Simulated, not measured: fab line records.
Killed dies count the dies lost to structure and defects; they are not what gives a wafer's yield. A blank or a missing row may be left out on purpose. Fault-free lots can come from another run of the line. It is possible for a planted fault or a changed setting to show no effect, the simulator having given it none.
fab line records	flow nand-harc
record lots=12	wafers=36	last-day=33
route steps=1302 shown A_CHANNEL_HOLE_D2@594 A_CHANNEL_FILL_D2@615
lots that met no fault: taken from a fault-free run of the same line
start-h: start of the lot's first displayed wafer, in hours after the record's first day	wait-h: hours from the lot's prior step to this one	" as in the row above	L1.1+2: several wafers, shown together as one row	- value missing, or start not given	* or withheld: withheld	< > ~ a bound
route shown NAME@n: a module of which the file shows steps, and the number in the route of the first	usual: average and standard deviation across the fault-free wafers	same: alike in all rows	chamber/n: place in a boat	sites: readings site by site	_std_site: standard deviation of those values	_edge_site: the outer-site mean with the inner-site mean subtracted	radius-mm: for every site, how far away it sits from the centre of the wafer	mask NAME#n: copy n	behind: the last tool/chamber to shape the wafer	hold: reason for holding the lot/hours on hold/outcome of the hold	device: whichever transistor did not switch (one of n, p or np)	end of line: the same wafers' tests at the end of the route	a step with no rows: only its recipe	killed: at the first sort, the dies lost to defects and structure; wafer yield is something else	map: per-die view of a wafer (x killed, . not killed, _ where there is no die)
set.NAME: setting as actually run; set.NAME@STEP: the setting as run at that earlier step	model.NAME: the simulator's own value behind a step, which no gauge read
steps of the route over a sample of lots; a table a step, a row a wafer
services: a tool's chamber out of use, with start hour (start-h, from the record's first day; less than 0 if before it), hours out, and reason
## steps
# step NHARC_A_CHANNEL_HOLE_D2_ETCH_22
# recipe bias-v=3000	source-w=withheld	pressure-mtorr=20	time-s=666.7	ar-flow-sccm=375	c4f8-flow-sccm=89.3	o2-flow-sccm=35.7	temp-c=-20	target-depth-a=16000	chemistry=C4F8/O2/Ar
# usual drypump-motor-current-A=5.7/0.56	he-backside-leak-sccm=6.0/0.73	showerhead-plenum-p-Torr=3.69/0.17	throttle-valve-pct=32.154/0.0094
lot.wafer	tool	chamber	start-h	wait-h	drypump-motor-current-A	he-backside-leak-sccm	rf-hours-counter-h	showerhead-plenum-p-Torr	throttle-valve-pct
L417.4	har-etch-02	0	306.91	0.4	6.4	6.7	-	3.63	32.145
L417.6	"	0	"	"	6.4	6.8	-	3.63	32.138
L417.5	"	1	"	"	6.0	6.2	-	3.50	32.150
L419.2	har-etch-02	0	335.85	0.8	6.4	7.1	-	3.62	32.148
L419.4	"	0	"	"	6.4	7.2	-	3.62	32.161
L419.6	"	0	"	"	6.4	7.0	-	3.62	32.145
L422.1	har-etch-02	1	362.70	0.4	6.0	6.0	388	3.49	32.148
L422.2	"	0	"	"	6.4	7.2	403	3.61	32.171
L422.4	"	0	"	"	6.4	7.0	-	3.61	32.158
L423.1	har-etch-01	1	381.09	0.4	5.1	5.4	206	3.67	32.152
L423.4	"	1	"	"	5.1	5.6	-	3.67	32.154
L423.6	"	1	"	"	5.1	5.4	-	3.67	32.145
L425.1	har-etch-01	1	393.78	0.4	5.2	5.7	213	3.67	32.168
L425.6	"	1	"	"	5.2	5.3	-	3.67	32.159
L425.5	"	0	"	"	5.1	6.3	-	3.50	32.155
L426.1	har-etch-02	1	407.75	0.4	6.0	5.2	12	3.93	32.148
L426.3	"	0	"	"	6.4	5.9	-	3.93	32.162
L426.5	"	1	"	"	6.0	5.0	-	3.93	32.159
L427.3	har-etch-01	0	409.51	0.4	5.1	6.7	-	3.49	32.153
L427.4	"	1	"	"	5.2	5.9	-	3.66	32.165
L427.6	"	1	"	"	5.1	5.7	-	3.66	32.157
L430.2	har-etch-01	0	433.51	0.4	5.1	6.6	236	3.49	32.151
L430.3	"	1	"	"	5.1	5.6	-	3.66	32.145
L430.5	"	0	"	"	5.1	6.6	-	3.49	32.146
L429.2	har-etch-02	0	433.65	0.4	6.4	5.5	28	3.92	32.159
L429.6	"	1	"	"	6.1	5.2	-	3.92	32.171
L429.5	"	0	"	"	6.4	5.8	-	3.92	32.154
L435.1	har-etch-02	0	483.72	0.4	6.4	5.6	58	3.90	32.157
L435.4	"	0	"	"	6.4	6.0	-	3.90	32.170
L435.3	"	1	"	"	6.0	5.3	-	3.90	32.156
L437.2	har-etch-01	0	503.48	0.4	5.1	7.1	278	3.46	32.157
L437.6	"	0	"	"	5.1	7.0	-	3.46	32.157
L437.5	"	1	"	"	5.1	6.0	-	3.63	32.147
L438.2	har-etch-02	0	528.80	0.4	6.4	5.8	81	3.89	32.170
L438.1	"	1	"	"	6.0	5.4	81	3.89	32.165
L438.5	"	0	"	"	6.4	5.7	-	3.89	32.157
# step NHARC_A_CHANNEL_HOLE_D2_ETCH_23
# recipe bias-v=5000	source-w=withheld	pressure-mtorr=20	time-s=819	ar-flow-sccm=375	c4f8-flow-sccm=89.3	o2-flow-sccm=35.7	temp-c=-20	target-depth-a=16000	chemistry=C4F8/O2/Ar
# usual drypump-motor-current-A=5.7/0.57	he-backside-leak-sccm=6.0/0.68	showerhead-plenum-p-Torr=3.69/0.17	throttle-valve-pct=32.154/0.0093
lot.wafer	tool	chamber	start-h	wait-h	drypump-motor-current-A	he-backside-leak-sccm	rf-hours-counter-h	showerhead-plenum-p-Torr	throttle-valve-pct
L417.4	har-etch-02	0	307.51	0.5	6.4	6.8	-	3.63	32.152
L417.6	"	0	"	"	6.3	6.9	-	3.63	32.170
L417.5	"	1	"	"	6.0	5.8	-	3.50	32.165
L419.2	har-etch-02	0	337.04	1.0	6.4	7.0	-	3.62	32.153
L419.4	"	0	"	"	6.4	7.2	-	3.62	32.136
L419.6	"	0	"	"	6.4	7.3	-	3.62	32.146
L422.1	har-etch-02	1	363.26	0.5	6.1	6.1	388	3.49	32.152
L422.2	"	0	"	"	6.4	7.3	404	3.61	32.147
L422.4	"	0	"	"	6.4	7.2	-	3.61	32.154
L423.1	har-etch-01	1	381.67	0.5	5.2	5.4	206	3.67	32.165
L423.4	"	1	"	"	5.1	5.6	-	3.67	32.161
L423.6	"	1	"	"	5.2	5.6	-	3.67	32.139
L425.1	har-etch-01	1	394.35	0.5	5.1	5.8	214	3.67	32.154
L425.6	"	1	"	"	5.1	5.8	-	3.67	32.172
L425.5	"	0	"	"	5.1	6.5	-	3.50	32.149
L426.1	har-etch-02	1	408.31	0.5	6.1	5.3	13	3.93	32.152
L426.3	"	0	"	"	6.4	5.6	-	3.93	32.148
L426.5	"	1	"	"	6.1	5.2	-	3.93	32.150
L427.3	har-etch-01	0	410.11	0.5	5.1	6.2	-	3.49	32.152
L427.4	"	1	"	"	5.2	5.7	-	3.66	32.137
L427.6	"	1	"	"	5.2	5.7	-	3.66	32.139
L430.2	har-etch-01	0	434.10	0.5	5.1	6.6	237	3.49	32.151
L430.3	"	1	"	"	5.1	6.2	-	3.66	32.157
L430.5	"	0	"	"	5.1	6.6	-	3.49	32.151
L429.2	har-etch-02	0	434.25	0.5	6.4	5.6	28	3.92	32.163
L429.6	"	1	"	"	6.0	5.2	-	3.92	32.163
L429.5	"	0	"	"	6.4	5.7	-	3.92	32.154
L435.1	har-etch-02	0	484.28	0.5	6.4	5.7	59	3.90	32.146
L435.4	"	0	"	"	6.4	5.8	-	3.90	32.145
L435.3	"	1	"	"	6.0	5.3	-	3.90	32.157
L437.2	har-etch-01	0	504.04	0.5	5.2	6.9	279	3.46	32.159
L437.6	"	0	"	"	5.2	6.6	-	3.46	32.154
L437.5	"	1	"	"	5.1	6.0	-	3.63	32.143
L438.2	har-etch-02	0	529.36	0.5	6.4	6.1	82	3.89	32.167
L438.1	"	1	"	"	6.0	5.4	82	3.89	32.158
L438.5	"	0	"	"	6.4	6.1	-	3.89	32.146
# step NHARC_A_CHANNEL_HOLE_D2_XSEM_32
# recipe landing-energy-ev=35000
# usual bot-cd-nm=74.7/1.1	bow-nm=8.61/0.29	tilt-deg=0.06/0.048
lot.wafer	tool	chamber	start-h	wait-h	bot-cd-nm	bow-nm	tilt-deg
L417.4	xsem-02	0	313.70	0.1	76.2	8.81	0.12
L417.5	"	0	"	"	75.3	8.75	0.13
L417.6	"	0	"	"	75.0	8.79	0.12
L419.2	xsem-01	0	343.72	0.1	74.0	8.85	0.07
L419.4	"	0	"	"	74.3	8.83	0.07
L419.6	"	0	"	"	75.1	8.86	0.07
L422.1	xsem-02	0	367.44	0.1	75.0	9.05	0.03
L422.2	"	0	"	"	76.4	8.98	0.03
L422.4	"	0	"	"	75.9	8.96	0.03
L423.1	xsem-02	0	385.85	0.1	73.7	9.11	0.05
L423.4	"	0	"	"	75.6	9.12	0.04
L423.6	"	0	"	"	76.5	9.17	0.05
L425.1	xsem-02	0	400.78	0.1	75.2	9.02	0.02
L425.5	"	0	"	"	74.4	9.05	0.02
L425.6	"	0	"	"	76.4	9.05	0.02
L426.1	xsem-01	0	412.52	0.1	77.1	8.16	0.03
L426.3	"	0	"	"	75.7	8.15	0.03
L426.5	"	0	"	"	74.9	8.19	0.03
L427.3	xsem-02	0	414.21	0.1	73.2	8.30	0.10
L427.4	"	0	"	"	74.3	8.30	0.10
L427.6	"	0	"	"	73.1	8.38	0.10
L430.2	xsem-02	0	438.23	0.1	75.0	8.78	0.04
L430.3	"	0	"	"	73.1	8.74	0.04
L430.5	"	0	"	"	75.4	8.72	0.04
L429.2	xsem-01	0	438.65	0.1	75.9	8.44	0.09
L429.5	"	0	"	"	75.2	8.43	0.09
L429.6	"	0	"	"	75.2	8.43	0.10
L435.1	xsem-02	0	488.73	0.1	76.7	8.76	0.00
L435.3	"	0	"	"	75.0	8.79	0.00
L435.4	"	0	"	"	76.0	8.76	0.00
L437.2	xsem-02	0	508.21	0.1	75.8	8.48	0.00
L437.5	"	0	"	"	75.2	8.57	0.00
L437.6	"	0	"	"	75.2	8.43	0.00
L438.1	xsem-02	0	533.68	0.1	73.2	8.70	0.06
L438.2	"	0	"	"	73.9	8.72	0.06
L438.5	"	0	"	"	74.5	8.61	0.07
# step NHARC_A_CHANNEL_FILL_D2_ALD_15
# recipe target-thk-a=20	pulse-time-s=60	ald-cycles=19	temp-c=630	pressure-torr=2	material=SiNx
# usual precursor-pulse-height-rel=1.001/0.02	susceptor-temp-C=629.9/0.34
lot.wafer	tool	chamber	start-h	wait-h	precursor-pulse-height-rel	susceptor-temp-C
L417.4	ald-sin-batch-01	0	322.18	-	0.989	630.1
L417.5	"	0	"	"	0.981	630.3
L417.6	"	0	"	"	1.018	630.2
L419.2	ald-sin-batch-02	0	354.29	3.2	0.971	-
L419.4	"	0	"	"	1.016	-
L419.6	"	0	"	"	0.966	-
L422.1	ald-sin-batch-03	0	377.86	-	1.008	-
L422.2	"	0	"	"	1.029	-
L422.4	"	0	"	"	0.980	-
L423.1	ald-sin-batch-03	0	398.98	-	1.004	629.9
L423.4	"	0	"	"	1.005	630.2
L423.6	"	0	"	"	0.996	630.3
L425.1	ald-sin-batch-02	0	410.26	-	0.997	630.4
L425.5	"	0	"	"	0.995	630.4
L425.6	"	0	"	"	1.021	630.0
L426.1	ald-sin-batch-02	0	422.93	-	0.985	629.8
L426.3	"	0	"	"	0.982	630.2
L426.5	"	0	"	"	1.005	629.9
L427.3	ald-sin-batch-02	0	422.93	-	1.021	629.7
L427.4	"	0	"	"	1.017	629.5
L427.6	"	0	"	"	1.051	629.5
L429.2	ald-sin-batch-02	0	448.66	-	0.969	680.3
L429.5	"	0	"	"	1.040	680.3
L429.6	"	0	"	"	1.000	680.1
L430.2	ald-sin-batch-02	0	448.66	-	1.010	680.5
L430.3	"	0	"	"	0.989	680.3
L430.5	"	0	"	"	1.033	680.0
L435.1	ald-sin-batch-03	0	496.53	-	1.059	629.6
L435.3	"	0	"	"	0.982	630.0
L435.4	"	0	"	"	1.034	630.2
L437.2	ald-sin-batch-03	0	518.64	2.8	1.009	629.6
L437.5	"	0	"	"	1.030	629.2
L437.6	"	0	"	"	0.943	629.6
L438.1	ald-sin-batch-01	0	543.84	-	0.983	630.0
L438.2	"	0	"	"	0.992	630.2
L438.5	"	0	"	"	1.025	630.6
## services
tool	chamber	start-h	hours	kind
ald-sin-batch-02	-	300.59	4.8	repair
har-etch-02	1	330.49	-	consumable-replace:focus-ring
har-etch-02	1	330.49	17.0	scheduled-down
har-etch-02	1	330.49	17.0	vent-cycle
ald-sin-batch-03	-	341.44	13.6	repair
xsem-01	-	374.00	14.0	pm
har-etch-02	-	377.00	17.0	pm
har-etch-02	0	377.00	17.0	vent-cycle
har-etch-02	1	377.00	17.0	vent-cycle
har-etch-02	0	394.00	-	clean
har-etch-02	0	394.00	-	consumable-replace:focus-ring
har-etch-02	0	394.00	-	consumable-replace:showerhead
har-etch-02	1	394.00	-	clean
har-etch-02	1	394.00	-	consumable-replace:showerhead
ald-sin-batch-01	-	506.00	26.0	pm
## key
first-sign step=NHARC_A_CHANNEL_FILL_D2_ALD_15	reading=susceptor-temp-C	direction=up	sigmas=99+	usual=*	struck=*
effect none on later readings
met-at NHARC_A_CHANNEL_FILL_D2_ALD_15
struck-lots L429,L430
tester-left-out L429,L430
not-acting-at NHARC_A_CHANNEL_HOLE_D2_ETCH_22,NHARC_A_CHANNEL_HOLE_D2_ETCH_23,NHARC_A_CHANNEL_HOLE_D2_XSEM_32
onset-between 422.93 448.66
fault kind=process-parameter-drift	tool=ald-sin-batch-02	chamber=-	onset-h=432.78	steps=NHARC_A_CHANNEL_FILL_D2_ALD_15	channel=temp-c	offset=*	shape=step	end-h=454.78	acts-in=*	stated=*
# tester-left-out: of these lots the tester's yield and bins aren't shown, on N5 and GAA mostly nor the transistor test; their killed dies are dies lost to structure and defects alone, not to doping, threshold or leakage, so they don't give the yield
